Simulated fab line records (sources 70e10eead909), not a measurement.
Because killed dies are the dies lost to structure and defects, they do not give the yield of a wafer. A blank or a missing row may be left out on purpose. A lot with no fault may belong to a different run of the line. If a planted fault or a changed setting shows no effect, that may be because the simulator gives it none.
Which tool did it? :: flow nand-harc :: 12 lots with 36 wafers sampled at 4 steps, on a route of 1302 steps

WHAT THE GAUGES READ, wafer by wafer
NHARC_A_CONTACT_CD_MEAS_08 targets a cd of 200 nm.
lot: L076
measured: day 22 17:54
on: cd-sem-03
cd-nm (nm): 200.2 201.2 200.2

lot: L077
measured: day 23 13:26
on: cd-sem-01
cd-nm (nm): 200.5 200.9 199.8

lot: L079
measured: day 24 05:10
on: cd-sem-01
cd-nm (nm): 198.3 199.8 200.2

lot: L081
measured: day 25 13:27
on: cd-sem-01
cd-nm (nm): 200.9 199.7 199.2

lot: L083
measured: day 26 10:21
on: cd-sem-02
cd-nm (nm): 199.6 199.7 201.0

lot: L085
measured: day 27 10:20
on: cd-sem-02
cd-nm (nm): 199.9 199.8 199.5

lot: L086
measured: day 27 21:30
on: cd-sem-02
cd-nm (nm): 200.6 201.2 200.5

lot: L088
measured: day 28 06:16
on: cd-sem-01
cd-nm (nm): 199.8 200.9 200.7

lot: L091
measured: day 29 16:53
on: cd-sem-01
cd-nm (nm): 199.9 200.5 201.0

lot: L093
measured: day 30 10:59
on: cd-sem-01
cd-nm (nm): 200.3 200.8 200.4

lot: L095
measured: day 31 00:02
on: cd-sem-01
cd-nm (nm): 199.2 199.8 200.3

lot: L097
measured: day 33 01:41
on: cd-sem-02
cd-nm (nm): 200.9 200.8 199.9

EACH LOT AND THE TOOL THAT RAN IT (in order: tool; ch and the chambers of the sampled wafers; start)
lot: L076
NHARC_A_CONTACT_ETCH_77: rie-diel-03 ch 0,2,3, day 22 12:05 or earlier
NHARC_A_CONTACT_ETCH_125: har-cap-etch-01 ch 0,1, day 22 12:05
NHARC_A_CONTACT_ETCH_129: har-cap-etch-01 ch 0,1, day 22 12:47

lot: L077
NHARC_A_CONTACT_ETCH_77: rie-diel-03 ch 1,3, day 23 05:35 or earlier
NHARC_A_CONTACT_ETCH_125: har-cap-etch-01 ch 0,1, day 23 05:35
NHARC_A_CONTACT_ETCH_129: har-cap-etch-01 ch 0,1, day 23 06:17

lot: L079
NHARC_A_CONTACT_ETCH_77: rie-diel-12 ch 0,2,3, day 23 23:08 or earlier
NHARC_A_CONTACT_ETCH_125: har-cap-etch-01 ch 0,1, day 23 23:08
NHARC_A_CONTACT_ETCH_129: har-cap-etch-01 ch 0,1, day 23 23:50

lot: L081
NHARC_A_CONTACT_ETCH_77: rie-diel-03 ch 1,2,3, day 25 07:07 or earlier
NHARC_A_CONTACT_ETCH_125: har-cap-etch-03 ch 0,1, day 25 07:07
NHARC_A_CONTACT_ETCH_129: har-cap-etch-03 ch 0,1, day 25 07:49

lot: L083
NHARC_A_CONTACT_ETCH_77: rie-diel-03 ch 0,2,3, day 26 04:41 or earlier
NHARC_A_CONTACT_ETCH_125: har-cap-etch-03 ch 0,1, day 26 04:41
NHARC_A_CONTACT_ETCH_129: har-cap-etch-03 ch 0,1, day 26 05:23

lot: L085
NHARC_A_CONTACT_ETCH_77: rie-diel-03 ch 0,3, day 26 22:02 or earlier
NHARC_A_CONTACT_ETCH_125: har-cap-etch-03 ch 1, day 26 22:02
NHARC_A_CONTACT_ETCH_129: har-cap-etch-03 ch 1, day 26 22:45

lot: L086
NHARC_A_CONTACT_ETCH_77: rie-diel-08 ch 1,2,3, day 27 10:37 or earlier
NHARC_A_CONTACT_ETCH_125: har-cap-etch-01 ch 0,1, day 27 10:37
NHARC_A_CONTACT_ETCH_129: har-cap-etch-01 ch 0,1, day 27 11:19

lot: L088
NHARC_A_CONTACT_ETCH_77: rie-diel-12 ch 0,3, day 27 22:59 or earlier
NHARC_A_CONTACT_ETCH_125: har-cap-etch-03 ch 0,1, day 27 22:59
NHARC_A_CONTACT_ETCH_129: har-cap-etch-03 ch 0,1, day 27 23:41

lot: L091
NHARC_A_CONTACT_ETCH_77: rie-diel-03 ch 0,2, day 29 09:23 or earlier
NHARC_A_CONTACT_ETCH_125: har-cap-etch-02 ch 0,1, day 29 09:23
NHARC_A_CONTACT_ETCH_129: har-cap-etch-02 ch 0,1, day 29 10:05

lot: L093
NHARC_A_CONTACT_ETCH_77: rie-diel-03 ch 0,1,2, day 30 01:03 or earlier
NHARC_A_CONTACT_ETCH_125: har-cap-etch-03 ch 0,1, day 30 01:03
NHARC_A_CONTACT_ETCH_129: har-cap-etch-03 ch 0,1, day 30 01:45

lot: L095
NHARC_A_CONTACT_ETCH_77: rie-diel-12 ch 0,2, day 30 17:22 or earlier
NHARC_A_CONTACT_ETCH_125: har-cap-etch-03 ch 0,1, day 30 17:22
NHARC_A_CONTACT_ETCH_129: har-cap-etch-03 ch 0,1, day 30 18:19

lot: L097
NHARC_A_CONTACT_ETCH_77: rie-diel-03 ch 1, day 32 15:44 or earlier
NHARC_A_CONTACT_ETCH_125: har-cap-etch-01 ch 0,1, day 32 15:44
NHARC_A_CONTACT_ETCH_129: har-cap-etch-01 ch 0,1, day 32 16:26
- NHARC_A_CONTACT_ETCH_77: etches the open film in CF4/CHF3, target depth 108.9 nm, time 54.5 s.
- NHARC_A_CONTACT_ETCH_125: etches the open film in C4F8/O2/Ar, time 197 s, target depth 1918 nm.
- NHARC_A_CONTACT_ETCH_129: etches the open film in C4F8/O2/Ar, time 197 s, target depth 1918 nm.

THE ANSWER, worked out from the rows above alone
Rule: what is usual is taken from the lots themselves. The widest of any qualifying gaps counts: lots, ordered by their means at a reading, are off when they make up no more than a third of the lots, leave a main group of 4 or more, and stand apart from it by 3 or more times the standard deviation of that group's means. Not used: any main group whose means are identical at the precision the tables above print for the reading. A lot without any number at a reading at which 4 lots or more have one is off too. The other lots that the step has rows for count as sound.
Across all readings shown, no lot is off: no conclusion can be drawn from this.

WHAT THE SIMULATOR HAD INSERTED
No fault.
